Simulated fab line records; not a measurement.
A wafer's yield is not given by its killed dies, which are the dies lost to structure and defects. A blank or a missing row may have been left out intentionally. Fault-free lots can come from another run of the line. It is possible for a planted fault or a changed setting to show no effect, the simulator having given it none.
Code-filled problem report in 8D (eight disciplines) form + flow nand_harc + the parts of the form that need people (team, actions taken, sign-off) are left out

== 1. THE ISSUE ==
At NHARC_END_SORT_01, sort_bin_2_pct averages 94.4 % over 6 wafers from 2 lots, while fault-free wafers read 2.9 %, standard deviation 1.4. Relative to the usual mean, that is a shift of +65 standard deviations.
First seen on wafer L326.2, day 28 17:42, on prober-01. At this step, 6 wafers from 2 lots have a number in the record. Rule for "out" (also "out of limits"): further than 4 standard deviations from the usual mean. The rest of the wafers with a number are treated as sound.

== 2. WHAT IT IS AND WHAT IT IS NOT ==
| question                    | is                                                                                                                  | is not                                                             |
|-----------------------------|---------------------------------------------------------------------------------------------------------------------|--------------------------------------------------------------------|
| which readings at this step | sort_bin_2_pct, defect_limited_yield, killed_at_array, killed_dies, sort_n_pass, sort_rim_yield_pct, sort_yield_pct | killed_at_other, killed_at_periphery, killed_short, sort_bin_4_pct |
| which lots                  | L326, L329                                                                                                          | -                                                                  |
| which wafers of those lots  | all that have a number                                                                                              | -                                                                  |
| read on which gauges        | prober-01, prober-02                                                                                                | -                                                                  |
| when                        | from day 28 17:42                                                                                                   | up to then (0 sound wafers)                                        |

== 3. WHAT RULES OUT EACH SUSPECT ==
Counting: a tool stays on the suspect list if, at a process step up to the reading, it processed all lots that are out and no sound lot following the first of them.
- the gauge at NHARC_END_SORT_01: ruled out. The wafers that are out were read on 2 gauges (prober-01, prober-02).
- rie_diel-02 at NHARC_A_M1_ETCH_15 (etches the open film in C4F8/Ar, target depth 182.5 nm, time 91.2 s): kept. It ran every lot that is out, first L326 (day 27 05:57), and no sound lot after that.
- rtp_anneal-02 at NHARC_A_M1_ANNEAL_31 (time 90 s): kept. It ran every lot that is out, first L326 (day 27 07:40), and no sound lot after that.
Left after counting: rie_diel-02 at NHARC_A_M1_ETCH_15, rtp_anneal-02 at NHARC_A_M1_ANNEAL_31.

== 4. THE CAUSE (what the simulator had put in) ==
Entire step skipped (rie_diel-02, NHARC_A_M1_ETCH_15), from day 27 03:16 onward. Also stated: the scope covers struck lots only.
After counting, 2 suspects remain, this tool included.

== 5. THE EFFECT CHAIN, in route order ==
Rows list readings where the struck wafers' mean (over those with a number) sits beyond 3 standard deviations from the usual. Only readings for which the record gives a usual standard deviation are gone through. hours: the time from each lot's start at the first step in this table that gives one to its start at this step, as a median over the lots. sigmas: the change in usual standard deviations.
| hours | step              | reading              | usual | on struck wafers | change | sigmas |
|-------|-------------------|----------------------|-------|------------------|--------|--------|
| 0     | NHARC_END_SORT_01 | defect_limited_yield | 92 %  | 0                | -92    | -31    |
| 0     | NHARC_END_SORT_01 | killed_at_array      | 52    | 673              | +621   | +31    |
| 0     | NHARC_END_SORT_01 | killed_dies          | 57    | 677              | +620   | +31    |
| 0     | NHARC_END_SORT_01 | sort_bin_2_pct       | 2.9 % | 94.4             | +91.5  | +65    |
| 0     | NHARC_END_SORT_01 | sort_n_pass          | 620   | 0                | -620   | -31    |
| 0     | NHARC_END_SORT_01 | sort_rim_yield_pct   | 93 %  | 0                | -93    | -27    |
| 0     | NHARC_END_SORT_01 | sort_yield_pct       | 92 %  | 0                | -92    | -31    |
Readings that are blank on the struck wafers while sound wafers have them: bias_w at NHARC_A_M1_ETCH_15; chamber_pressure_mTorr at NHARC_A_M1_ETCH_15; oes_product_au at NHARC_A_M1_ETCH_15; rf_vpp_V at NHARC_A_M1_ETCH_15.

== 6. HOW IT WOULD HAVE BEEN CAUGHT EARLIER ==
Counted from the fault's start at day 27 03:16, it took 38 hours until the first out-of-limits reading at a measuring or inspecting step in this record, taken at day 28 17:42.
At NHARC_A_M1_ETCH_15 the tool's readings are blank on the struck wafers, where sound wafers have them: an empty tool record is the first sign, and it was there at once.
By day 28 17:42, every lot that is out (2) had started NHARC_A_M1_ETCH_15 on rie_diel-02. A hold on the tool at that time would have spared none of them.
